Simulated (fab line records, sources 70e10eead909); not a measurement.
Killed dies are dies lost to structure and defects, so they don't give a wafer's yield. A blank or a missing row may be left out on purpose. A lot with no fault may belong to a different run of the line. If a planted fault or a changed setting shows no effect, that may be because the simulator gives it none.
fab line records / flow nand-harc
[record] lots = 5 wafers = 15 last-day = 25
route steps=1159 shown P_GATE@185 END@1159
lots with no fault: from the same line, run without faults
start-h: hours from the record's opening day to when the first of the lot's shown wafers began / wait-h: hours since the lot's step before / " the same as in the row above / L1.1+2: one row covering several wafers at once / - no value, or no start given / * or withheld: withheld / < > ~ a bound
route shown NAME@n: names a module that has steps shown in the file, with the first one's number in the route / usual: mean/standard deviation taken from wafers without a fault / same: alike in all rows / chamber/n: place in a boat / sites: readings site by site / _std_site: the standard deviation of these / _edge_site: the outer-site mean with the inner-site mean subtracted / radius-mm: for every site, how far away it sits from the centre of the wafer / mask NAME#n: copy n / behind: the last tool/chamber to shape the wafer / hold: reason for holding the lot/hours on hold/outcome of the hold / device: the n, p or np transistor that did not switch / end of line: the route-end tests of the same wafers / for a step that has no rows: nothing shown but its recipe / killed: count of dies lost to structure and defects at first sort (not the wafer's yield) / map: a wafer's dies, x killed, . not, _ none there
set.NAME: the setting the step ran with; set.NAME@STEP: the setting that earlier step ran with / model.NAME: the simulator's own value behind a step, which no gauge read
lots at selected steps of the route; one table per step, one row per wafer
services: a tool's chamber out of use, with start hour (start-h, from the record's first day; less than 0 if before it), hours out, and reason
[[steps]]
[step NHARC_P_GATE_CD_MEAS_59]
[recipe] target-cd-nm = 720 landing-energy-ev = 500
[usual] cd-nm = 722.0/1.9
lot.wafer=L360.1 tool=cd-sem-02 chamber=0 start-h=116.81 wait-h=- cd-nm=721.2
lot.wafer=L360.3 tool=cd-sem-02 chamber=0 start-h=116.81 wait-h=- cd-nm=721.7
lot.wafer=L360.4 tool=cd-sem-02 chamber=0 start-h=116.81 wait-h=- cd-nm=722.8
lot.wafer=L362.1 tool=cd-sem-03 chamber=0 start-h=120.10 wait-h=- cd-nm=720.6
lot.wafer=L362.3 tool=cd-sem-03 chamber=0 start-h=120.10 wait-h=- cd-nm=722.4
lot.wafer=L362.4 tool=cd-sem-03 chamber=0 start-h=120.10 wait-h=- cd-nm=719.2
lot.wafer=L371.2 tool=cd-sem-01 chamber=0 start-h=179.08 wait-h=- cd-nm=725.3
lot.wafer=L371.4 tool=cd-sem-01 chamber=0 start-h=179.08 wait-h=- cd-nm=723.0
lot.wafer=L371.6 tool=cd-sem-01 chamber=0 start-h=179.08 wait-h=- cd-nm=722.1
lot.wafer=L374.2 tool=cd-sem-03 chamber=0 start-h=199.31 wait-h=- cd-nm=725.6
lot.wafer=L374.3 tool=cd-sem-03 chamber=0 start-h=199.31 wait-h=- cd-nm=720.6
lot.wafer=L374.5 tool=cd-sem-03 chamber=0 start-h=199.31 wait-h=- cd-nm=722.0
lot.wafer=L381.1 tool=cd-sem-03 chamber=0 start-h=242.25 wait-h=- cd-nm=723.7
lot.wafer=L381.2 tool=cd-sem-03 chamber=0 start-h=242.25 wait-h=- cd-nm=721.5
lot.wafer=L381.5 tool=cd-sem-03 chamber=0 start-h=242.25 wait-h=- cd-nm=724.9
[step NHARC_P_GATE_HARDBAKE_60]
[recipe] temp-c = 125 time-s = 80
[step NHARC_P_GATE_DESCUM_61]
[recipe] time-s = 3 o2-flow-sccm = 200 ar-flow-sccm = 0 bias-power-w = 0 chemistry = O2
[usual] drypump-motor-current-A = 5.8/0.34 mfc-ar-sccm = 0.013/0.013 oes-product-au = 1.000/0.012 rf-vpp-V = 57.8/0.79 showerhead-plenum-p-Torr = 1.92/0.053 throttle-valve-pct = 11.312/0.0084
lot.wafer=L360.4 tool=rie-diel-02 chamber=0 start-h=117.00 wait-h=- drypump-motor-current-A=5.1 mfc-ar-sccm=0.034 oes-product-au=0.985 rf-hours-counter-h=49 rf-vpp-V=59.3 showerhead-plenum-p-Torr=1.94 throttle-valve-pct=11.312
lot.wafer=L360.1 tool=rie-diel-02 chamber=1 start-h=117.00 wait-h=- drypump-motor-current-A=6.0 mfc-ar-sccm=0.006 oes-product-au=1.015 rf-hours-counter-h=48 rf-vpp-V=57.8 showerhead-plenum-p-Torr=2.00 throttle-valve-pct=11.306
lot.wafer=L360.3 tool=rie-diel-02 chamber=2 start-h=117.00 wait-h=- drypump-motor-current-A=5.9 mfc-ar-sccm=0.044 oes-product-au=1.011 rf-hours-counter-h=43 rf-vpp-V=57.7 showerhead-plenum-p-Torr=1.85 throttle-valve-pct=11.313
lot.wafer=L362.1 tool=rie-diel-05 chamber=0 start-h=120.27 wait-h=- drypump-motor-current-A=5.9 mfc-ar-sccm=0 oes-product-au=0.985 rf-hours-counter-h=22 rf-vpp-V=57.8 showerhead-plenum-p-Torr=1.95 throttle-valve-pct=11.308
lot.wafer=L362.4 tool=rie-diel-05 chamber=2 start-h=120.27 wait-h=- drypump-motor-current-A=6.1 mfc-ar-sccm=0.018 oes-product-au=0.988 rf-hours-counter-h=24 rf-vpp-V=57.3 showerhead-plenum-p-Torr=1.88 throttle-valve-pct=11.315
lot.wafer=L362.3 tool=rie-diel-05 chamber=3 start-h=120.27 wait-h=- drypump-motor-current-A=5.7 mfc-ar-sccm=0.005 oes-product-au=0.993 rf-hours-counter-h=22 rf-vpp-V=57.7 showerhead-plenum-p-Torr=1.97 throttle-valve-pct=11.331
lot.wafer=L371.2 tool=rie-diel-02 chamber=2 start-h=179.24 wait-h=- drypump-motor-current-A=5.9 mfc-ar-sccm=0.044 oes-product-au=0.992 rf-hours-counter-h=10 rf-vpp-V=57.6 showerhead-plenum-p-Torr=1.84 throttle-valve-pct=11.319
lot.wafer=L371.4 tool=rie-diel-02 chamber=1 start-h=179.24 wait-h=- drypump-motor-current-A=6.0 mfc-ar-sccm=0.006 oes-product-au=0.982 rf-hours-counter-h=9 rf-vpp-V=58.0 showerhead-plenum-p-Torr=1.99 throttle-valve-pct=11.312
lot.wafer=L371.6 tool=rie-diel-02 chamber=3 start-h=179.24 wait-h=- drypump-motor-current-A=6.2 mfc-ar-sccm=0 oes-product-au=1.001 rf-hours-counter-h=- rf-vpp-V=58.1 showerhead-plenum-p-Torr=1.93 throttle-valve-pct=11.303
lot.wafer=L374.2 tool=rie-diel-05 chamber=3 start-h=199.47 wait-h=- drypump-motor-current-A=5.7 mfc-ar-sccm=0.005 oes-product-au=1.020 rf-hours-counter-h=7 rf-vpp-V=57.9 showerhead-plenum-p-Torr=1.96 throttle-valve-pct=11.301
lot.wafer=L374.3 tool=rie-diel-05 chamber=3 start-h=199.47 wait-h=- drypump-motor-current-A=5.7 mfc-ar-sccm=0.005 oes-product-au=1.022 rf-hours-counter-h=- rf-vpp-V=58.6 showerhead-plenum-p-Torr=1.96 throttle-valve-pct=11.306
lot.wafer=L374.5 tool=rie-diel-05 chamber=2 start-h=199.47 wait-h=- drypump-motor-current-A=6.1 mfc-ar-sccm=0.018 oes-product-au=0.993 rf-hours-counter-h=- rf-vpp-V=57.9 showerhead-plenum-p-Torr=1.87 throttle-valve-pct=11.299
lot.wafer=L381.1 tool=rie-diel-08 chamber=3 start-h=242.43 wait-h=- drypump-motor-current-A=5.3 mfc-ar-sccm=0 oes-product-au=0.976 rf-hours-counter-h=43 rf-vpp-V=58.2 showerhead-plenum-p-Torr=1.97 throttle-valve-pct=11.313
lot.wafer=L381.2 tool=rie-diel-08 chamber=1 start-h=242.43 wait-h=- drypump-motor-current-A=5.0 mfc-ar-sccm=0.017 oes-product-au=0.994 rf-hours-counter-h=38 rf-vpp-V=56.6 showerhead-plenum-p-Torr=1.87 throttle-valve-pct=11.299
lot.wafer=L381.5 tool=rie-diel-08 chamber=1 start-h=242.43 wait-h=- drypump-motor-current-A=5.0 mfc-ar-sccm=0.017 oes-product-au=0.998 rf-hours-counter-h=- rf-vpp-V=57.7 showerhead-plenum-p-Torr=1.87 throttle-valve-pct=11.314
[step NHARC_P_GATE_IMPLANT_62]
[recipe] energy-kev = 20 dose-cm2 = 3e+15 tilt-deg = 7
[step NHARC_P_GATE_STRIP_112]
[recipe] power-w = 1500 temp-c = 110 time-s = 200 chemistry = N2/H2
[usual] drypump-motor-current-A = 5.8/0.38 heater-power-w = 80.3/1.5 rf-refl-power-W = 18.1/1.8
lot.wafer=L360.1 tool=plasma-asher-02 chamber=0 start-h=117.37 wait-h=0.2 drypump-motor-current-A=6.3 heater-power-w=80.4 rf-hours-counter-h=40 rf-refl-power-W=20.4
lot.wafer=L360.3 tool=plasma-asher-02 chamber=0 start-h=117.37 wait-h=0.2 drypump-motor-current-A=6.3 heater-power-w=79.6 rf-hours-counter-h=- rf-refl-power-W=20.6
lot.wafer=L360.4 tool=plasma-asher-02 chamber=1 start-h=117.37 wait-h=0.2 drypump-motor-current-A=5.3 heater-power-w=81.7 rf-hours-counter-h=- rf-refl-power-W=19.5
lot.wafer=L362.1 tool=plasma-asher-01 chamber=0 start-h=120.65 wait-h=0.2 drypump-motor-current-A=5.9 heater-power-w=79.3 rf-hours-counter-h=1 rf-refl-power-W=16.1
lot.wafer=L362.4 tool=plasma-asher-01 chamber=0 start-h=120.65 wait-h=0.2 drypump-motor-current-A=5.9 heater-power-w=81.5 rf-hours-counter-h=- rf-refl-power-W=16.1
lot.wafer=L362.3 tool=plasma-asher-01 chamber=1 start-h=120.65 wait-h=0.2 drypump-motor-current-A=5.5 heater-power-w=79.6 rf-hours-counter-h=- rf-refl-power-W=16.8
lot.wafer=L371.2 tool=plasma-asher-01 chamber=0 start-h=179.66 wait-h=0.2 drypump-motor-current-A=5.9 heater-power-w=78.2 rf-hours-counter-h=21 rf-refl-power-W=16.3
lot.wafer=L371.4 tool=plasma-asher-01 chamber=1 start-h=179.66 wait-h=0.2 drypump-motor-current-A=5.5 heater-power-w=82.4 rf-hours-counter-h=- rf-refl-power-W=16.7
lot.wafer=L371.6 tool=plasma-asher-01 chamber=1 start-h=179.66 wait-h=0.2 drypump-motor-current-A=5.5 heater-power-w=80.8 rf-hours-counter-h=- rf-refl-power-W=16.7
lot.wafer=L374.2 tool=plasma-asher-01 chamber=1 start-h=199.96 wait-h=0.2 drypump-motor-current-A=5.5 heater-power-w=82.4 rf-hours-counter-h=28 rf-refl-power-W=16.4
lot.wafer=L374.3 tool=plasma-asher-01 chamber=0 start-h=199.96 wait-h=0.2 drypump-motor-current-A=5.9 heater-power-w=78.9 rf-hours-counter-h=- rf-refl-power-W=15.4
lot.wafer=L374.5 tool=plasma-asher-01 chamber=1 start-h=199.96 wait-h=0.2 drypump-motor-current-A=5.5 heater-power-w=82.6 rf-hours-counter-h=- rf-refl-power-W=16.4
lot.wafer=L381.2 tool=plasma-asher-01 chamber=0 start-h=242.81 wait-h=0.2 drypump-motor-current-A=5.9 heater-power-w=78.1 rf-hours-counter-h=42 rf-refl-power-W=16.9
lot.wafer=L381.1 tool=plasma-asher-01 chamber=1 start-h=242.81 wait-h=0.2 drypump-motor-current-A=5.5 heater-power-w=82.2 rf-hours-counter-h=42 rf-refl-power-W=16.4
lot.wafer=L381.5 tool=plasma-asher-01 chamber=0 start-h=242.81 wait-h=0.2 drypump-motor-current-A=5.9 heater-power-w=79.0 rf-hours-counter-h=- rf-refl-power-W=16.0
[step NHARC_P_GATE_STRIP_76]
[recipe] power-w = 1500 temp-c = 250 chemistry = O2
[usual] drypump-motor-current-A = 5.8/0.38 heater-power-w = 301/5.9 rf-refl-power-W = 17.9/1.8
lot.wafer=L360.1 tool=plasma-asher-02 chamber=0 start-h=117.63 wait-h=0.2 drypump-motor-current-A=6.3 heater-power-w=299 rf-hours-counter-h=41 rf-refl-power-W=19.3
lot.wafer=L360.3 tool=plasma-asher-02 chamber=0 start-h=117.63 wait-h=0.2 drypump-motor-current-A=6.3 heater-power-w=305 rf-hours-counter-h=- rf-refl-power-W=19.9
lot.wafer=L360.4 tool=plasma-asher-02 chamber=1 start-h=117.63 wait-h=0.2 drypump-motor-current-A=5.3 heater-power-w=288 rf-hours-counter-h=- rf-refl-power-W=19.2
lot.wafer=L362.1 tool=plasma-asher-01 chamber=0 start-h=120.91 wait-h=0.2 drypump-motor-current-A=5.9 heater-power-w=292 rf-hours-counter-h=1 rf-refl-power-W=16.8
lot.wafer=L362.4 tool=plasma-asher-01 chamber=0 start-h=120.91 wait-h=0.2 drypump-motor-current-A=5.9 heater-power-w=301 rf-hours-counter-h=- rf-refl-power-W=16.3
lot.wafer=L362.3 tool=plasma-asher-01 chamber=1 start-h=120.91 wait-h=0.2 drypump-motor-current-A=5.5 heater-power-w=301 rf-hours-counter-h=- rf-refl-power-W=16.1
lot.wafer=L371.2 tool=plasma-asher-01 chamber=0 start-h=179.92 wait-h=0.2 drypump-motor-current-A=5.9 heater-power-w=301 rf-hours-counter-h=21 rf-refl-power-W=15.4
lot.wafer=L371.4 tool=plasma-asher-01 chamber=1 start-h=179.92 wait-h=0.2 drypump-motor-current-A=5.5 heater-power-w=299 rf-hours-counter-h=- rf-refl-power-W=16.2
lot.wafer=L371.6 tool=plasma-asher-01 chamber=1 start-h=179.92 wait-h=0.2 drypump-motor-current-A=5.5 heater-power-w=305 rf-hours-counter-h=- rf-refl-power-W=16.1
lot.wafer=L374.2 tool=plasma-asher-01 chamber=1 start-h=200.19 wait-h=0.2 drypump-motor-current-A=5.5 heater-power-w=304 rf-hours-counter-h=29 rf-refl-power-W=15.9
lot.wafer=L374.3 tool=plasma-asher-01 chamber=0 start-h=200.19 wait-h=0.2 drypump-motor-current-A=5.9 heater-power-w=303 rf-hours-counter-h=- rf-refl-power-W=16.7
lot.wafer=L374.5 tool=plasma-asher-01 chamber=1 start-h=200.19 wait-h=0.2 drypump-motor-current-A=5.5 heater-power-w=310 rf-hours-counter-h=- rf-refl-power-W=16.0
lot.wafer=L381.2 tool=plasma-asher-01 chamber=0 start-h=243.07 wait-h=0.2 drypump-motor-current-A=5.9 heater-power-w=299 rf-hours-counter-h=42 rf-refl-power-W=15.5
lot.wafer=L381.1 tool=plasma-asher-01 chamber=1 start-h=243.07 wait-h=0.2 drypump-motor-current-A=5.5 heater-power-w=310 rf-hours-counter-h=42 rf-refl-power-W=16.4
lot.wafer=L381.5 tool=plasma-asher-01 chamber=0 start-h=243.07 wait-h=0.2 drypump-motor-current-A=5.9 heater-power-w=297 rf-hours-counter-h=- rf-refl-power-W=16.2
[step NHARC_P_GATE_STRIP_63]
[recipe] time-s = 900 temp-c = 130 chemistry = SPM
[step NHARC_P_GATE_DEHYDRATE_83]
[recipe] temp-c = 150 time-s = 120
[step NHARC_P_GATE_HMDS_84]
[recipe] time-s = 30
[step NHARC_P_GATE_COAT_85]
[recipe] spin-rpm = 3000
[step NHARC_P_GATE_SOFTBAKE_86]
[recipe] temp-c = 122 time-s = 95
[step NHARC_P_GATE_EBR_87]
[step NHARC_P_GATE_EXPOSE_88]
[recipe] na = 0.6 target-cd-nm = 2000 dose-mj = 11.87 mask-id = P_HVN
[usual] exposure-dose-mJ-cm2 = 11.868/0.012
lot.wafer=L360.1 tool=krf-scanner-04 chamber=0 start-h=118.26 wait-h=- mask=P_HVN#0 exposure-dose-mJ-cm2=11.868
lot.wafer=L360.3 tool=krf-scanner-04 chamber=0 start-h=118.26 wait-h=- mask=P_HVN#0 exposure-dose-mJ-cm2=11.851
lot.wafer=L360.4 tool=krf-scanner-04 chamber=0 start-h=118.26 wait-h=- mask=P_HVN#0 exposure-dose-mJ-cm2=11.848
lot.wafer=L362.1 tool=krf-scanner-01 chamber=0 start-h=121.69 wait-h=- mask=P_HVN#0 exposure-dose-mJ-cm2=11.880
lot.wafer=L362.3 tool=krf-scanner-01 chamber=0 start-h=121.69 wait-h=- mask=P_HVN#0 exposure-dose-mJ-cm2=11.869
lot.wafer=L362.4 tool=krf-scanner-01 chamber=0 start-h=121.69 wait-h=- mask=P_HVN#0 exposure-dose-mJ-cm2=11.881
lot.wafer=L371.2 tool=krf-scanner-01 chamber=0 start-h=180.69 wait-h=- mask=P_HVN_R1#0 exposure-dose-mJ-cm2=11.882
lot.wafer=L371.4 tool=krf-scanner-01 chamber=0 start-h=180.69 wait-h=- mask=P_HVN_R1#0 exposure-dose-mJ-cm2=11.872
lot.wafer=L371.6 tool=krf-scanner-01 chamber=0 start-h=180.69 wait-h=- mask=P_HVN_R1#0 exposure-dose-mJ-cm2=11.857
lot.wafer=L374.2 tool=krf-scanner-04 chamber=0 start-h=200.82 wait-h=- mask=P_HVN#0 exposure-dose-mJ-cm2=11.878
lot.wafer=L374.3 tool=krf-scanner-04 chamber=0 start-h=200.82 wait-h=- mask=P_HVN#0 exposure-dose-mJ-cm2=11.875
lot.wafer=L374.5 tool=krf-scanner-04 chamber=0 start-h=200.82 wait-h=- mask=P_HVN#0 exposure-dose-mJ-cm2=11.895
lot.wafer=L381.1 tool=krf-scanner-04 chamber=0 start-h=243.83 wait-h=- mask=P_HVN#0 exposure-dose-mJ-cm2=11.849
lot.wafer=L381.2 tool=krf-scanner-04 chamber=0 start-h=243.83 wait-h=- mask=P_HVN#0 exposure-dose-mJ-cm2=11.891
lot.wafer=L381.5 tool=krf-scanner-04 chamber=0 start-h=243.83 wait-h=- mask=P_HVN#0 exposure-dose-mJ-cm2=11.861
[step NHARC_P_GATE_PEB_89]
[recipe] peb-temp-c = 118 peb-time-s = 85
[step NHARC_P_GATE_DEVELOP_90]
[recipe] time-s = 70
[step NHARC_P_GATE_CD_MEAS_91]
[recipe] target-cd-nm = 2000 landing-energy-ev = 500
[usual] cd-nm = 2000.6/2.1
lot.wafer=L360.1 tool=cd-sem-03 chamber=0 start-h=118.42 wait-h=- cd-nm=1998.8
lot.wafer=L360.3 tool=cd-sem-03 chamber=0 start-h=118.42 wait-h=- cd-nm=1998.8
lot.wafer=L360.4 tool=cd-sem-03 chamber=0 start-h=118.42 wait-h=- cd-nm=2000.7
lot.wafer=L362.1 tool=cd-sem-03 chamber=0 start-h=121.85 wait-h=- cd-nm=1999.7
lot.wafer=L362.3 tool=cd-sem-03 chamber=0 start-h=121.85 wait-h=- cd-nm=2002.5
lot.wafer=L362.4 tool=cd-sem-03 chamber=0 start-h=121.85 wait-h=- cd-nm=2000.4
lot.wafer=L371.2 tool=cd-sem-03 chamber=0 start-h=180.84 wait-h=- cd-nm=2193.2
lot.wafer=L371.4 tool=cd-sem-03 chamber=0 start-h=180.84 wait-h=- cd-nm=2191.0
lot.wafer=L371.6 tool=cd-sem-03 chamber=0 start-h=180.84 wait-h=- cd-nm=2195.8
lot.wafer=L374.2 tool=cd-sem-03 chamber=0 start-h=200.98 wait-h=- cd-nm=1997.3
lot.wafer=L374.3 tool=cd-sem-03 chamber=0 start-h=200.98 wait-h=- cd-nm=2003.8
lot.wafer=L374.5 tool=cd-sem-03 chamber=0 start-h=200.98 wait-h=- cd-nm=2002.1
lot.wafer=L381.1 tool=cd-sem-01 chamber=0 start-h=243.99 wait-h=- cd-nm=2000.5
lot.wafer=L381.2 tool=cd-sem-01 chamber=0 start-h=243.99 wait-h=- cd-nm=1998.5
lot.wafer=L381.5 tool=cd-sem-01 chamber=0 start-h=243.99 wait-h=- cd-nm=1994.7
[step NHARC_P_GATE_HARDBAKE_92]
[recipe] temp-c = 125 time-s = 80
[step NHARC_P_GATE_DESCUM_93]
[recipe] time-s = 3 o2-flow-sccm = 200 ar-flow-sccm = 0 bias-power-w = 0 chemistry = O2
[usual] drypump-motor-current-A = 5.8/0.38 mfc-ar-sccm = 0.013/0.015 oes-product-au = 1.000/0.013 rf-vpp-V = 57.8/0.84 showerhead-plenum-p-Torr = 1.91/0.058 throttle-valve-pct = 11.311/0.0088
lot.wafer=L360.3 tool=rie-diel-05 chamber=0 start-h=118.60 wait-h=- drypump-motor-current-A=5.9 mfc-ar-sccm=0 oes-product-au=0.988 rf-hours-counter-h=22 rf-vpp-V=57.1 showerhead-plenum-p-Torr=1.95 throttle-valve-pct=11.314 model.P_GATE.cd-nm=1999
lot.wafer=L360.4 tool=rie-diel-05 chamber=1 start-h=118.60 wait-h=- drypump-motor-current-A=5.8 mfc-ar-sccm=0.012 oes-product-au=1.012 rf-hours-counter-h=23 rf-vpp-V=57.3 showerhead-plenum-p-Torr=1.88 throttle-valve-pct=11.319 model.P_GATE.cd-nm=2001
lot.wafer=L360.1 tool=rie-diel-05 chamber=2 start-h=118.60 wait-h=- drypump-motor-current-A=6.1 mfc-ar-sccm=0.018 oes-product-au=0.993 rf-hours-counter-h=24 rf-vpp-V=57.6 showerhead-plenum-p-Torr=1.88 throttle-valve-pct=11.318 model.P_GATE.cd-nm=2000
lot.wafer=L362.1 tool=rie-diel-08 chamber=1 start-h=122.03 wait-h=- drypump-motor-current-A=5.0 mfc-ar-sccm=0.017 oes-product-au=1.000 rf-hours-counter-h=59 rf-vpp-V=59.0 showerhead-plenum-p-Torr=1.88 throttle-valve-pct=11.317 model.P_GATE.cd-nm=1999
lot.wafer=L362.3 tool=rie-diel-08 chamber=3 start-h=122.03 wait-h=- drypump-motor-current-A=5.3 mfc-ar-sccm=0 oes-product-au=0.986 rf-hours-counter-h=41 rf-vpp-V=57.4 showerhead-plenum-p-Torr=1.99 throttle-valve-pct=11.310 model.P_GATE.cd-nm=2002
lot.wafer=L362.4 tool=rie-diel-08 chamber=0 start-h=122.03 wait-h=- drypump-motor-current-A=6.2 mfc-ar-sccm=0 oes-product-au=0.991 rf-hours-counter-h=61 rf-vpp-V=58.8 showerhead-plenum-p-Torr=1.82 throttle-valve-pct=11.324 model.P_GATE.cd-nm=2001
lot.wafer=L371.2 tool=rie-diel-08 chamber=2 start-h=181.01 wait-h=- drypump-motor-current-A=5.9 mfc-ar-sccm=0.033 oes-product-au=1.023 rf-hours-counter-h=19 rf-vpp-V=57.6 showerhead-plenum-p-Torr=1.99 throttle-valve-pct=11.318 model.P_GATE.cd-nm=2192
lot.wafer=L371.4 tool=rie-diel-08 chamber=3 start-h=181.01 wait-h=- drypump-motor-current-A=5.3 mfc-ar-sccm=0 oes-product-au=0.988 rf-hours-counter-h=25 rf-vpp-V=59.2 showerhead-plenum-p-Torr=1.98 throttle-valve-pct=11.303 model.P_GATE.cd-nm=2190
lot.wafer=L371.6 tool=rie-diel-08 chamber=2 start-h=181.01 wait-h=- drypump-motor-current-A=5.9 mfc-ar-sccm=0.033 oes-product-au=1.000 rf-hours-counter-h=- rf-vpp-V=57.8 showerhead-plenum-p-Torr=1.99 throttle-valve-pct=11.300 model.P_GATE.cd-nm=2194
lot.wafer=L374.2 tool=rie-diel-08 chamber=0 start-h=201.14 wait-h=- drypump-motor-current-A=6.1 mfc-ar-sccm=0 oes-product-au=0.981 rf-hours-counter-h=28 rf-vpp-V=56.5 showerhead-plenum-p-Torr=1.81 throttle-valve-pct=11.295 model.P_GATE.cd-nm=1998
lot.wafer=L374.3 tool=rie-diel-08 chamber=2 start-h=201.14 wait-h=- drypump-motor-current-A=5.9 mfc-ar-sccm=0.033 oes-product-au=1.002 rf-hours-counter-h=25 rf-vpp-V=59.1 showerhead-plenum-p-Torr=1.98 throttle-valve-pct=11.307 model.P_GATE.cd-nm=2003
lot.wafer=L374.5 tool=rie-diel-08 chamber=0 start-h=201.14 wait-h=- drypump-motor-current-A=6.1 mfc-ar-sccm=0 oes-product-au=0.976 rf-hours-counter-h=- rf-vpp-V=58.0 showerhead-plenum-p-Torr=1.81 throttle-valve-pct=11.313 model.P_GATE.cd-nm=2003
lot.wafer=L381.2 tool=rie-diel-02 chamber=2 start-h=244.15 wait-h=- drypump-motor-current-A=5.9 mfc-ar-sccm=0.044 oes-product-au=1.001 rf-hours-counter-h=33 rf-vpp-V=56.3 showerhead-plenum-p-Torr=1.84 throttle-valve-pct=11.309 model.P_GATE.cd-nm=1998
lot.wafer=L381.1 tool=rie-diel-02 chamber=3 start-h=244.15 wait-h=- drypump-motor-current-A=6.2 mfc-ar-sccm=0 oes-product-au=1.002 rf-hours-counter-h=34 rf-vpp-V=58.1 showerhead-plenum-p-Torr=1.92 throttle-valve-pct=11.302 model.P_GATE.cd-nm=2000
lot.wafer=L381.5 tool=rie-diel-02 chamber=3 start-h=244.15 wait-h=- drypump-motor-current-A=6.2 mfc-ar-sccm=0 oes-product-au=0.999 rf-hours-counter-h=- rf-vpp-V=59.6 showerhead-plenum-p-Torr=1.92 throttle-valve-pct=11.322 model.P_GATE.cd-nm=1993
[step NHARC_P_GATE_IMPLANT_94]
[recipe] energy-kev = 60 dose-cm2 = 2e+15 tilt-deg = 7
[step NHARC_END_SORT_01]
[recipe] temp-c = 25
[usual] killed-at-array = 26/9.1 killed-at-other = 0.7/0.9 killed-at-periphery = 3.6/2.8 killed-dies = 30/9.2 killed-open = 3.0/1.9 killed-short = 2.0/1.4
[same] gross-dies = 677
lot.wafer=L371.2 tool=prober-02 chamber=0 start-h=513.20 wait-h=2.8 killed-at-array=33 killed-at-other=0 killed-at-periphery=9 killed-dies=42 killed-open=4 killed-short=2
lot.wafer=L371.4 tool=prober-02 chamber=0 start-h=514.85 wait-h=3.5 killed-at-array=28 killed-at-other=0 killed-at-periphery=8 killed-dies=36 killed-open=2 killed-short=1
lot.wafer=L371.6 tool=prober-02 chamber=0 start-h=516.49 wait-h=4.1 killed-at-array=29 killed-at-other=0 killed-at-periphery=7 killed-dies=36 killed-open=1 killed-short=0
// killed by level:class
L371.2 A_CHANNEL_HOLE_D1:chamber-film-flake=20 P_GATE:area-expose=7 A_CONTACT:chamber-film-flake=5 A_STAIRCASE:chamber-film-flake=2 P_STI:geometric-particle:open=1 P_M2:geometric-particle:open=1 A_SOURCE_PLATE:geometric-particle:open=1 A_SOURCE_PLATE:geometric-particle:short=1
L371.4 A_CHANNEL_HOLE_D1:chamber-film-flake=12 A_CONTACT:chamber-film-flake=9 P_GATE:area-expose=6 A_STAIRCASE:chamber-film-flake=3 P_GATE:geometric-particle:open=1 A_SOURCE_PLATE:geometric-particle:open=1 A_CONTACT:geometric-particle:short=1 P_GATE:chamber-film-flake=1
L371.6 A_CHANNEL_HOLE_D1:chamber-film-flake=16 A_CONTACT:chamber-film-flake=8 A_STAIRCASE:chamber-film-flake=4 P_GATE:area-expose=4 P_GATE:chamber-film-flake=2 A_WL_FILL:geometric-particle:open=1 P_ZERO_WELL:chamber-film-flake=1
[[services]]
tool=plasma-asher-01 chamber=- start-h=98.71 hours=8.9 kind=repair
tool=rie-diel-08 chamber=0 start-h=105.85 hours=- kind=clean
tool=rie-diel-08 chamber=1 start-h=105.85 hours=- kind=clean
tool=rie-diel-02 chamber=- start-h=115.16 hours=0.4 kind=repair
tool=plasma-asher-01 chamber=0 start-h=116.61 hours=- kind=clean
tool=plasma-asher-01 chamber=1 start-h=116.61 hours=- kind=clean
tool=plasma-asher-01 chamber=- start-h=116.96 hours=1.7 kind=repair
tool=rie-diel-08 chamber=- start-h=124.82 hours=9.0 kind=pm
tool=krf-scanner-04 chamber=- start-h=126.00 hours=4.0 kind=pm
tool=krf-scanner-01 chamber=- start-h=133.51 hours=0.7 kind=repair
tool=krf-scanner-01 chamber=- start-h=135.99 hours=4.1 kind=repair
tool=rie-diel-05 chamber=1 start-h=140.06 hours=5.8 kind=repair
tool=rie-diel-02 chamber=1 start-h=149.00 hours=4.4 kind=repair
tool=krf-scanner-01 chamber=- start-h=150.96 hours=0.6 kind=repair
tool=rie-diel-02 chamber=- start-h=151.47 hours=9.0 kind=pm
tool=krf-scanner-01 chamber=- start-h=161.36 hours=2.8 kind=repair
tool=rie-diel-05 chamber=- start-h=163.69 hours=9.0 kind=pm
tool=rie-diel-08 chamber=2 start-h=167.35 hours=5.3 kind=repair
tool=rie-diel-05 chamber=1 start-h=181.30 hours=29.0 kind=repair
tool=krf-scanner-04 chamber=- start-h=182.24 hours=1.3 kind=repair
tool=plasma-asher-02 chamber=- start-h=183.00 hours=9.0 kind=pm
tool=rie-diel-05 chamber=0 start-h=192.09 hours=8.7 kind=repair
tool=krf-scanner-01 chamber=- start-h=237.84 hours=1.5 kind=repair
tool=rie-diel-08 chamber=0 start-h=240.17 hours=12.9 kind=repair
[[key]]
[first-sign] step = NHARC_P_GATE_EXPOSE_88 reading = mask direction = changed
[effect] step = NHARC_P_GATE_CD_MEAS_91 reading = cd-nm direction = up sigmas = 94 usual = 2000.6 struck = 2193.3
[model-effect] step = NHARC_P_GATE_DESCUM_93 value = P_GATE.cd-nm without = 2000 struck = 2192
met-at NHARC_P_GATE_EXPOSE_88
struck-wafers L371.2,L371.4,L371.6
tester-left-out L371
onset-between 121.69 180.69
[fault] kind = wrong-mask tool = any chamber = - onset-h = 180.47 steps = NHARC_P_GATE_EXPOSE_88 aux-copy = P_HVN_R1#0 cd-offset-nm = 191.93 scope = struck-lots-only
// tester-left-out: of these lots the tester's yield and bins aren't shown, on N5 and GAA mostly nor the transistor test; their killed dies are dies lost to structure and defects alone, not to doping, threshold or leakage, so they don't give the yield
